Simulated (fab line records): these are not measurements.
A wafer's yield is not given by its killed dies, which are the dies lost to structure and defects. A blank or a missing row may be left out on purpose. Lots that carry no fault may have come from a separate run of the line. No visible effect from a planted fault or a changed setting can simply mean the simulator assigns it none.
fab line records | flow nand_harc
[record] lots = 7 | wafers = 19 | last_day = 32
route steps=1302 shown A_STAIRCASE@694
lots that met no fault: from a run of the same line without faults
start_h: the number of hours between the record's first day and the start of the first shown wafer of the lot | wait_h: time in hours since the lot's previous step | " unchanged from the row above | L1.1+2: one row covering several wafers at once | - no value, or no start given | * or withheld: withheld | < > ~ a bound
route shown NAME@n: NAME is a module with steps in the file, n the number in the route of the first one | usual: mean/standard deviation taken from wafers without a fault | same: alike in all rows | chamber/n: place in a boat | sites: the reading at each site | _std_site: the values' standard deviation | _edge_site: the outer-site mean with the inner-site mean subtracted | radius_mm: for every site, how far away it sits from the centre of the wafer | mask NAME#n: copy n | behind: tool/chamber where the wafer was last shaped | hold: why the lot went on hold/how many hours it stayed there/how the hold came to an end | device: whichever transistor did not switch (one of n, p or np) | end of line: tests run on the same wafers once the route is complete | a step with no rows: only its recipe | killed: dies lost to structure and defects at the first sort, not the wafer's yield | map: dies across one wafer; x = killed, . = not, _ = none there
set.NAME: setting as actually run; set.NAME@STEP: the setting as run at that earlier step | model.NAME: the simulator's own value behind a step, which no gauge read
lots at some steps of the route; a table a step, a row a wafer
services: when a tool's chamber went out of use (start_h, in hours from the record's first day, below 0 if earlier), for how many hours, and the reason
[[steps]]
[step NHARC_A_STAIRCASE_EBR_180]
[step NHARC_A_STAIRCASE_EXPOSE_181]
[recipe] na = 0.5 | dose_mj = 27.87 | mask_id = STAIR_2
[step NHARC_A_STAIRCASE_PEB_182]
[recipe] peb_temp_c = 115 | peb_time_s = 130
[step NHARC_A_STAIRCASE_DEVELOP_183]
[recipe] time_s = 140
[step NHARC_A_STAIRCASE_HARDBAKE_185]
[recipe] temp_c = 120 | time_s = 140
[step NHARC_A_STAIRCASE_DESCUM_186]
[recipe] time_s = 3 | o2_flow_sccm = 200 | ar_flow_sccm = 0 | bias_power_w = 0 | chemistry = O2
[step NHARC_A_STAIRCASE_TRIM_187]
[recipe] time_s = 211.2 | o2_flow_sccm = 500 | ar_flow_sccm = 0 | bias_w = 0 | chemistry = O2
[usual] drypump_motor_current_A = 5.6/0.42 | oes_product_au = 1.002/0.01 | rf_vpp_V = 57.6/0.94 | showerhead_plenum_p_Torr = 3.44/0.11 | throttle_valve_pct = 17.036/0.0096
lot.wafer | tool        | chamber | start_h | wait_h | drypump_motor_current_A | oes_product_au | rf_hours_counter_h | rf_vpp_V | showerhead_plenum_p_Torr | throttle_valve_pct
L143.3    | rie_diel-08 | 1       | 395.01  | 0.1    | 5.8                     | 0.988          | 9                  | 57.8     | 3.55                     | 17.059
L143.4    | "           | 2       | "       | "      | 5.9                     | 0.981          | 8                  | 56.9     | 3.46                     | 17.032
L143.1    | "           | 0       | "       | "      | 5.3                     | 1.001          | 8                  | 57.2     | 3.33                     | 17.030
L149.2    | rie_diel-08 | 0       | 459.79  | 0.1    | 5.3                     | 1.015          | 29                 | 57.5     | 3.31                     | 17.035
L149.4    | "           | 2       | "       | "      | 5.9                     | 1.001          | 27                 | 57.9     | 3.45                     | 17.022
L149.3    | "           | 3       | "       | "      | 5.8                     | 0.998          | 26                 | 60.0     | 3.46                     | 17.034
L150.5    | rie_diel-08 | 3       | 463.52  | 0.1    | 5.9                     | 0.995          | -                  | 56.8     | 3.45                     | 17.055
L150.6    | "           | 0       | "       | "      | 5.3                     | 1.008          | -                  | 57.7     | 3.31                     | 17.043
L151.2    | rie_diel-08 | 0       | 475.81  | 0.1    | 5.3                     | 1.006          | 34                 | 57.8     | 3.31                     | 17.027
L151.3    | "           | 2       | "       | "      | 5.9                     | 1.005          | 35                 | 57.5     | 3.45                     | 17.035
L156.3    | rie_diel-01 | 3       | 511.56  | 0.1    | 5.9                     | 1.008          | 37                 | 55.1     | 3.40                     | 17.025
L156.2    | "           | 0       | "       | "      | 4.9                     | 1.005          | 38                 | 57.9     | 3.35                     | 17.023
L156.4    | "           | 1       | "       | "      | 6.4                     | 1.006          | 41                 | 57.9     | 3.38                     | 17.033
L157.4    | rie_diel-01 | 3       | 529.64  | 0.1    | 6.0                     | 0.997          | 43                 | 58.4     | 3.39                     | 17.052
L157.1    | "           | 0       | "       | "      | 4.9                     | 1.013          | 44                 | 57.7     | 3.35                     | 17.024
L157.3    | "           | 1       | "       | "      | 6.4                     | 1.016          | 45                 | 58.1     | 3.38                     | 17.040
L160.4    | rie_diel-01 | 2       | 551.76  | 0.1    | 5.2                     | 1.005          | 57                 | 56.0     | 3.28                     | 17.040
L160.1    | "           | 1       | "       | "      | 6.4                     | 1.016          | 56                 | 57.3     | 3.38                     | 17.031
L160.6    | "           | 2       | "       | "      | 5.2                     | 0.987          | -                  | 58.1     | 3.28                     | 17.032
[step NHARC_A_STAIRCASE_ETCH_188]
[recipe] target_depth_a = 1000 | time_s = 40.5 | ion_energy_ev = 400 | c4f8_flow_sccm = 20 | o2_flow_sccm = 10 | ar_flow_sccm = withheld | rf_w = 600 | bias_w = 1000 | chemistry = C4F8/O2
[usual] oes_product_au = 0.940/0.013 | rf_vpp_V = 893/4.2
lot.wafer | tool        | chamber | start_h | wait_h | oes_product_au | rf_hours_counter_h | rf_vpp_V
L143.3    | rie_diel-08 | 0       | -       | -      | 0.953          | 8                  | 887
L143.4    | "           | 1       | "       | "      | 0.936          | 9                  | 898
L143.1    | "           | 2       | "       | "      | 0.932          | 8                  | 893
L149.2    | rie_diel-08 | 2       | -       | -      | 0.919          | 27                 | 895
L149.3    | "           | 3       | "       | "      | 0.923          | 26                 | 895
L149.4    | "           | 0       | "       | "      | 0.933          | 29                 | 889
L150.6    | rie_diel-08 | 2       | -       | -      | 0.954          | -                  | 892
L150.5    | "           | 3       | "       | "      | 0.938          | -                  | 894
L151.2    | rie_diel-08 | 3       | -       | -      | 0.926          | 34                 | 894
L151.3    | "           | 2       | "       | "      | 0.918          | 35                 | 894
L156.2    | rie_diel-01 | 1       | -       | -      | 0.950          | 42                 | 891
L156.4    | "           | 2       | "       | "      | 0.927          | 42                 | 886
L156.3    | "           | 3       | "       | "      | 0.923          | 37                 | 891
L157.4    | rie_diel-01 | 1       | -       | -      | 0.977          | 45                 | 890
L157.1    | "           | 2       | "       | "      | 0.952          | 45                 | 887
L157.3    | "           | 0       | "       | "      | 0.944          | 44                 | 889
L160.4    | rie_diel-01 | 0       | -       | -      | 0.955          | 56                 | 891
L160.1    | "           | 1       | "       | "      | 0.958          | 56                 | 890
L160.6    | "           | 3       | "       | "      | 0.954          | -                  | 892
[step NHARC_A_STAIRCASE_TRIM_189]
[recipe] time_s = 211.2 | o2_flow_sccm = 500 | ar_flow_sccm = 0 | bias_w = 0 | chemistry = O2
[usual] drypump_motor_current_A = 5.7/0.42 | oes_product_au = 1.000/0.01 | rf_vpp_V = 57.6/0.92 | showerhead_plenum_p_Torr = 3.44/0.11 | throttle_valve_pct = 17.035/0.0092
lot.wafer | tool        | chamber | start_h | wait_h | drypump_motor_current_A | oes_product_au | rf_hours_counter_h | rf_vpp_V | showerhead_plenum_p_Torr | throttle_valve_pct
L143.3    | rie_diel-08 | 3       | -       | -      | 5.9                     | 0.992          | 7                  | 56.9     | 3.47                     | 17.028
L143.4    | "           | 0       | "       | "      | 5.3                     | 0.995          | 8                  | 59.7     | 3.33                     | 17.010
L143.1    | "           | 1       | "       | "      | 5.9                     | 1.001          | 9                  | 57.7     | 3.55                     | 17.032
L149.2    | rie_diel-08 | 3       | -       | -      | 5.9                     | 0.993          | 26                 | 56.2     | 3.46                     | 17.025
L149.4    | "           | 0       | "       | "      | 5.3                     | 1.002          | 29                 | 56.3     | 3.31                     | 17.037
L149.3    | "           | 1       | "       | "      | 5.8                     | 1.003          | 30                 | 59.0     | 3.54                     | 17.023
L150.6    | rie_diel-08 | 3       | -       | -      | 5.9                     | 0.995          | -                  | 57.9     | 3.45                     | 17.033
L150.5    | "           | 0       | "       | "      | 5.3                     | 1.014          | -                  | 55.8     | 3.31                     | 17.040
L151.2    | rie_diel-08 | 2       | -       | -      | 5.9                     | 1.001          | 35                 | 56.9     | 3.45                     | 17.037
L151.3    | "           | 0       | "       | "      | 5.3                     | 1.002          | 35                 | 56.8     | 3.31                     | 17.033
L156.2    | rie_diel-01 | 3       | -       | -      | 5.9                     | 1.001          | 37                 | 57.6     | 3.40                     | 17.017
L156.3    | "           | 1       | "       | "      | 6.4                     | 1.023          | 42                 | 57.2     | 3.38                     | 17.039
L156.4    | "           | 2       | "       | "      | 5.2                     | 1.001          | 42                 | 57.2     | 3.28                     | 17.053
L157.4    | rie_diel-01 | 1       | -       | -      | 6.4                     | 1.014          | 45                 | 58.0     | 3.38                     | 17.040
L157.3    | "           | 2       | "       | "      | 5.2                     | 1.004          | 45                 | 55.3     | 3.28                     | 17.051
L157.1    | "           | 0       | "       | "      | 4.9                     | 1.004          | 44                 | 56.5     | 3.35                     | 17.049
L160.4    | rie_diel-01 | 2       | -       | -      | 5.2                     | 0.993          | 57                 | 58.1     | 3.28                     | 17.036
L160.1    | "           | 3       | "       | "      | 6.0                     | 0.995          | 55                 | 57.4     | 3.39                     | 17.035
L160.6    | "           | 3       | "       | "      | 6.0                     | 0.993          | -                  | 57.4     | 3.39                     | 17.039
[step NHARC_A_STAIRCASE_ETCH_190]
[recipe] target_depth_a = 1000 | time_s = 40.5 | ion_energy_ev = 400 | c4f8_flow_sccm = 20 | o2_flow_sccm = 10 | ar_flow_sccm = withheld | rf_w = 600 | bias_w = 1000 | chemistry = C4F8/O2
[step NHARC_A_STAIRCASE_TRIM_191]
[recipe] time_s = 211.2 | o2_flow_sccm = 500 | ar_flow_sccm = 0 | bias_w = 0 | chemistry = O2
[usual] drypump_motor_current_A = 5.7/0.43 | oes_product_au = 1.003/0.01 | rf_vpp_V = 57.6/0.9 | showerhead_plenum_p_Torr = 3.44/0.11 | throttle_valve_pct = 17.038/0.0085
lot.wafer | tool        | chamber | start_h | wait_h | drypump_motor_current_A | oes_product_au | rf_hours_counter_h | rf_vpp_V | showerhead_plenum_p_Torr | throttle_valve_pct
L143.1    | rie_diel-08 | 2       | -       | -      | 5.9                     | 0.982          | 8                  | 59.6     | 3.46                     | 17.043
L143.3    | "           | 3       | "       | "      | 5.9                     | 0.996          | 7                  | 57.6     | 3.47                     | 17.041
L143.4    | "           | 0       | "       | "      | 5.3                     | 0.993          | 8                  | 58.1     | 3.33                     | 17.041
L149.2    | rie_diel-08 | 1       | -       | -      | 5.9                     | 1.002          | 30                 | 58.2     | 3.54                     | 17.040
L149.4    | "           | 3       | "       | "      | 5.8                     | 0.998          | 26                 | 59.2     | 3.46                     | 17.033
L149.3    | "           | 0       | "       | "      | 5.3                     | 1.008          | 29                 | 56.6     | 3.31                     | 17.042
L150.6    | rie_diel-08 | 2       | -       | -      | 5.9                     | 0.990          | -                  | 58.1     | 3.45                     | 17.045
L150.5    | "           | 3       | "       | "      | 5.8                     | 1.004          | -                  | 57.0     | 3.45                     | 17.022
L151.3    | rie_diel-08 | 2       | -       | -      | 5.9                     | 0.999          | 35                 | 58.1     | 3.45                     | 17.032
L151.2    | "           | 0       | "       | "      | 5.3                     | 1.010          | 35                 | 56.6     | 3.31                     | 17.045
L156.4    | rie_diel-01 | 1       | -       | -      | 6.4                     | 1.007          | 42                 | 56.8     | 3.38                     | 17.015
L156.3    | "           | 2       | "       | "      | 5.2                     | 0.994          | 42                 | 58.0     | 3.28                     | 17.036
L156.2    | "           | 3       | "       | "      | 6.0                     | 1.000          | 38                 | 57.7     | 3.40                     | 17.018
L157.3    | rie_diel-01 | 3       | -       | -      | 5.9                     | 1.008          | 43                 | 57.8     | 3.39                     | 17.052
L157.1    | "           | 0       | "       | "      | 4.9                     | 1.013          | 44                 | 57.6     | 3.35                     | 17.029
L157.4    | "           | 1       | "       | "      | 6.4                     | 1.023          | 45                 | 57.1     | 3.38                     | 17.043
L160.1    | rie_diel-01 | 2       | -       | -      | 5.2                     | 0.993          | 57                 | 56.6     | 3.28                     | 17.045
L160.4    | "           | 3       | "       | "      | 6.0                     | 1.003          | 55                 | 57.5     | 3.39                     | 17.028
L160.6    | "           | 2       | "       | "      | 5.2                     | 0.997          | -                  | 56.7     | 3.28                     | 17.044
[step NHARC_A_STAIRCASE_ETCH_192]
[recipe] target_depth_a = 1000 | time_s = 40.5 | ion_energy_ev = 400 | c4f8_flow_sccm = 20 | o2_flow_sccm = 10 | ar_flow_sccm = withheld | rf_w = 600 | bias_w = 1000 | chemistry = C4F8/O2
[usual] oes_product_au = 0.943/0.012 | rf_vpp_V = 893/4.1
lot.wafer | tool        | chamber | start_h | wait_h | oes_product_au | rf_hours_counter_h | rf_vpp_V
L143.3    | rie_diel-08 | 3       | 395.63  | -      | 0.940          | 7                  | 894
L143.4    | "           | 0       | "       | "      | 0.962          | 8                  | 892
L143.1    | "           | 1       | "       | "      | 0.959          | 9                  | 897
L149.2    | rie_diel-08 | 0       | 460.52  | -      | 0.928          | 29                 | 888
L149.4    | "           | 1       | "       | "      | 0.932          | 30                 | 897
L149.3    | "           | 2       | "       | "      | 0.763          | 27                 | 892
L150.6    | rie_diel-08 | 1       | 464.10  | -      | 0.960          | -                  | 896
L150.5    | "           | 2       | "       | "      | 0.765          | -                  | 893
L151.3    | rie_diel-08 | 1       | 476.43  | -      | 0.762          | 36                 | 896
L151.2    | "           | 3       | "       | "      | 0.952          | 34                 | 893
L156.3    | rie_diel-01 | 3       | 512.18  | -      | 0.955          | 38                 | 891
L156.4    | "           | 0       | "       | "      | 0.943          | 39                 | 889
L156.2    | "           | 2       | "       | "      | 0.946          | 42                 | 887
L157.3    | rie_diel-01 | 3       | 530.24  | -      | 0.941          | 43                 | 893
L157.4    | "           | 0       | "       | "      | 0.944          | 44                 | 890
L157.1    | "           | 1       | "       | "      | 0.965          | 45                 | 891
L160.4    | rie_diel-01 | 0       | 552.38  | -      | 0.949          | 56                 | 888
L160.1    | "           | 2       | "       | "      | 0.942          | 57                 | 887
L160.6    | "           | 1       | "       | "      | 0.961          | -                  | 890
[step NHARC_A_STAIRCASE_TRIM_193]
[recipe] time_s = 211.2 | o2_flow_sccm = 500 | ar_flow_sccm = 0 | bias_w = 0 | chemistry = O2
[usual] drypump_motor_current_A = 5.6/0.42 | oes_product_au = 1.002/0.01 | rf_vpp_V = 57.6/0.83 | showerhead_plenum_p_Torr = 3.44/0.11 | throttle_valve_pct = 17.036/0.0089
lot.wafer | tool        | chamber | start_h | wait_h | drypump_motor_current_A | oes_product_au | rf_hours_counter_h | rf_vpp_V | showerhead_plenum_p_Torr | throttle_valve_pct
L143.3    | rie_diel-08 | 3       | -       | -      | 5.9                     | 0.994          | 7                  | 58.0     | 3.47                     | 17.042
L143.1    | "           | 0       | "       | "      | 5.3                     | 1.004          | 8                  | 57.0     | 3.33                     | 17.048
L143.4    | "           | 1       | "       | "      | 5.8                     | 0.993          | 9                  | 58.3     | 3.55                     | 17.049
L149.2    | rie_diel-08 | 3       | -       | -      | 5.9                     | 1.004          | 26                 | 58.9     | 3.45                     | 17.021
L149.4    | "           | 1       | "       | "      | 5.8                     | 0.996          | 30                 | 56.4     | 3.54                     | 17.033
L149.3    | "           | 2       | "       | "      | 5.9                     | 0.990          | 27                 | 56.0     | 3.45                     | 17.031
L150.5    | rie_diel-08 | 0       | -       | -      | 5.3                     | 1.010          | -                  | 57.1     | 3.31                     | 17.036
L150.6    | "           | 1       | "       | "      | 5.8                     | 0.995          | -                  | 59.8     | 3.54                     | 17.028
L151.2    | rie_diel-08 | 2       | -       | -      | 5.9                     | 1.001          | 35                 | 57.0     | 3.45                     | 17.048
L151.3    | "           | 3       | "       | "      | 5.9                     | 0.993          | 34                 | 58.5     | 3.45                     | 17.031
L156.4    | rie_diel-01 | 2       | -       | -      | 5.2                     | 0.989          | 42                 | 56.6     | 3.28                     | 17.032
L156.3    | "           | 3       | "       | "      | 5.9                     | 0.996          | 38                 | 59.1     | 3.40                     | 17.038
L156.2    | "           | 1       | "       | "      | 6.4                     | 1.009          | 42                 | 58.7     | 3.38                     | 17.040
L157.4    | rie_diel-01 | 0       | -       | -      | 5.0                     | 1.010          | 44                 | 57.7     | 3.35                     | 17.020
L157.3    | "           | 1       | "       | "      | 6.4                     | 1.009          | 45                 | 56.8     | 3.38                     | 17.029
L157.1    | "           | 2       | "       | "      | 5.2                     | 0.999          | 45                 | 56.3     | 3.28                     | 17.031
L160.1    | rie_diel-01 | 2       | -       | -      | 5.2                     | 1.001          | 57                 | 55.3     | 3.28                     | 17.038
L160.4    | "           | 0       | "       | "      | 4.9                     | 1.011          | 56                 | 57.6     | 3.34                     | 17.026
L160.6    | "           | 3       | "       | "      | 5.9                     | 1.009          | -                  | 56.7     | 3.39                     | 17.036
[[services]]
tool        | chamber | start_h | hours | kind
rie_diel-08 | 0       | 377.04  | -     | clean
rie_diel-08 | 1       | 377.04  | -     | clean
rie_diel-08 | 2       | 377.04  | -     | clean
rie_diel-08 | 3       | 377.04  | -     | clean
rie_diel-01 | -       | 380.91  | 9.0   | pm
rie_diel-08 | 0       | 401.54  | -     | clean
rie_diel-08 | 1       | 401.54  | -     | clean
rie_diel-08 | 2       | 401.54  | -     | clean
rie_diel-08 | 3       | 401.54  | -     | clean
rie_diel-01 | 3       | 415.92  | 2.4   | repair
rie_diel-08 | 0       | 426.04  | -     | clean
rie_diel-08 | 1       | 426.04  | -     | clean
rie_diel-08 | 2       | 426.04  | -     | clean
rie_diel-08 | 3       | 426.04  | -     | clean
rie_diel-08 | 0       | 450.54  | -     | clean
rie_diel-08 | 1       | 450.54  | -     | clean
rie_diel-08 | 2       | 450.54  | -     | clean
rie_diel-08 | 3       | 450.54  | -     | clean
rie_diel-08 | 0       | 475.04  | -     | clean
rie_diel-08 | 1       | 475.04  | -     | clean
rie_diel-08 | 2       | 475.04  | -     | clean
rie_diel-08 | 3       | 475.04  | -     | clean
rie_diel-08 | 3       | 538.83  | 31.0  | repair
rie_diel-08 | -       | 545.11  | 9.0   | pm
[[key]]
[first_sign] step = NHARC_A_STAIRCASE_ETCH_192 | reading = oes_product_au | direction = down | sigmas = 15 | usual = 0.943 | struck = 0.764
effect none on later readings
met_at NHARC_A_STAIRCASE_ETCH_192
struck_wafers L149.3,L150.5,L151.3
later_rows_left_out L149.3,L150.5,L151.3
sort_left_out L149.3,L150.5,L151.3
tester_left_out L149,L150,L151
onset_between 395.63 460.52
[fault] kind = process_parameter_drift | tool = rie_diel-08 | chamber = - | onset_h = 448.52 | steps = NHARC_A_STAIRCASE_ETCH_192 | channel = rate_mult | offset = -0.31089 | shape = step | end_h = 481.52 | scope = struck_wafers_only
// tester_left_out: of these lots the tester's yield and bins aren't shown, on N5 and GAA mostly nor the transistor test; their killed dies are dies lost to structure and defects alone, not to doping, threshold or leakage, so they don't give the yield
// sort_left_out: the simulated sort isn't trusted on such a fault, so these wafers' sort isn't shown, and their yield isn't known
// later_rows_left_out: the simulator's readings of these wafers behind a module that went badly wrong aren't trusted and aren't shown, but for the sort
